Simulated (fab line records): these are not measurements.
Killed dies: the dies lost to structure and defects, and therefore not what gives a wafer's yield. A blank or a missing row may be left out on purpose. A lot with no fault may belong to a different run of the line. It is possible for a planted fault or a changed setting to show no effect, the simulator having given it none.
3 desks, one fault :: flow n5_finfet :: what lay behind the numbers comes last; until then each desk has only its own

AT THE METROLOGY DESK
Lot by lot, what the gauges showed, no matter which tool ran the lot: averages of those sampled wafers that carry a number. Any lot whose mean is over 4 standard deviations away from the usual mean is out of limits and marked OUT; that distance is given in the brackets. Of its 10 readings 7 are shown: those that lie furthest out on some lot.
Columns: A = DIBL_N at N5_BEOL_M4_RC_MEAS_101, usual 36.6 mV/V; B = DIBL_P at N5_BEOL_M4_RC_MEAS_101, usual 37.1 mV/V; C = IOFF_N at N5_BEOL_M4_RC_MEAS_101, usual 0.17 nA/um; D = IOFF_P at N5_BEOL_M4_RC_MEAS_101, usual 0.23 nA/um; E = ION_P at N5_BEOL_M4_RC_MEAS_101, usual 467 uA/um; F = SS_N at N5_BEOL_M4_RC_MEAS_101, usual 71.6 mV/dec; G = VT_P at N5_BEOL_M4_RC_MEAS_101, usual -249 mV
lot: L209
first seen here: day 7 22:34
A: 37.8
B: 37.3
C: 0.18
D: 0.21
E: 465
F: 71.6
G: -252

lot: L211
first seen here: day 8 16:04
A: 38.2
B: 39.6
C: 0.18
D: 0.23
E: 465
F: 71.2
G: -249

lot: L212
first seen here: day 8 19:08
A: 36.1
B: 37.6
C: 0.17
D: 0.23
E: 464
F: 71.8
G: -248

lot: L214
first seen here: day 9 11:08
A: 35.1
B: 35.1
C: 0.15
D: 0.17
E: 460
F: 71.6
G: -254

lot: L215
first seen here: day 9 23:52
A: 37.5
B: 38.7
C: 0.18
D: 0.21
E: 464
F: 71.4
G: -253

lot: L217
first seen here: day 10 04:15
A: 38.5
B: 38.5
C: 0.20
D: 0.25
E: 466
F: 72.1
G: -248

lot: L221
first seen here: day 11 04:32
A: 34.4
B: 35.3
C: 0.14
D: 0.23
E: 468
F: 70.9
G: -246

lot: L227
first seen here: day 12 21:51
A: 40.7
B: 38.4
C: 0.22
D: 0.27
E: 469
F: 72.2
G: -247

lot: L228
first seen here: day 12 23:22
A: 36.8
B: 37.3
C: 0.17
D: 0.24
E: 462
F: 72.1
G: -247

lot: L229
first seen here: day 13 03:09
A: 36.6
B: 37.3
C: 0.17
D: 0.27
E: 479
F: 71.4
G: -243
This desk found nothing out of limits on any of the 10 lots.

AT THE TOOL OWNER'S DESK: ald_sin-04
The tool's own readings at N5_BEOL_M0_SAQP_ALD_48 (deposits SiO2, target thk 20 nm, pulse time 1 s, co reactant pulse time 1 s): means of the sampled wafers that have a number, for each lot that ran on this tool. Any lot whose mean is over 4 standard deviations away from the usual mean is out of limits and marked OUT; that distance is given in the brackets.
Columns: A = heater_power_w at N5_BEOL_M0_SAQP_ALD_48, usual 81 W; B = precursor_pulse_height_rel at N5_BEOL_M0_SAQP_ALD_48, usual 1.001
lot: L211
first seen here: day 6 04:29
A: 85
B: 0.990

lot: L212
first seen here: day 6 12:26
A: 82
B: 0.987

lot: L214
first seen here: day 6 23:26
A: 89
B: 1.013

lot: L215
first seen here: day 7 05:56
A: 81
B: 0.994

lot: L217
first seen here: day 7 18:59
A: 85
B: 0.990

lot: L227
first seen here: day 10 05:56
A: 86
B: 0.990

lot: L228
first seen here: day 10 15:05
A: 87
B: 1.012
This desk found nothing out of limits on any of the 7 lots.

THE DEFECT DESK
For each lot, the counts of the inspections along the route, averaged over the sampled wafers that have a number. Any lot whose mean is over 4 standard deviations away from the usual mean is out of limits and marked OUT; that distance is given in the brackets.
Columns: A = raw_defect_count at N5_PASSIVATION_INSPECT_64, usual 2.4
lot: L209
first seen here: day 11 19:01
A: 1.7

lot: L211
first seen here: day 12 19:01
A: 4.0

lot: L212
first seen here: day 12 23:49
A: 3.0

lot: L214
first seen here: day 13 07:49
A: 3.7

lot: L215
first seen here: day 13 22:14
A: 1.0

lot: L217
first seen here: day 14 09:48
A: 3.0

lot: L221
first seen here: day 14 22:06
A: 2.0

lot: L227
first seen here: day 16 19:02
A: 3.7

lot: L229
first seen here: day 17 06:37
A: 2.3

lot: L228
first seen here: day 17 06:52
A: 2.0
This desk found nothing out of limits on any of the 10 lots.

PUT TOGETHER
The metrology desk saw nothing out of limits.
The desk of the tool owner found nothing out of limits.
Nothing out of limits was seen by the defect desk.

WHAT THE SIMULATOR PUT IN
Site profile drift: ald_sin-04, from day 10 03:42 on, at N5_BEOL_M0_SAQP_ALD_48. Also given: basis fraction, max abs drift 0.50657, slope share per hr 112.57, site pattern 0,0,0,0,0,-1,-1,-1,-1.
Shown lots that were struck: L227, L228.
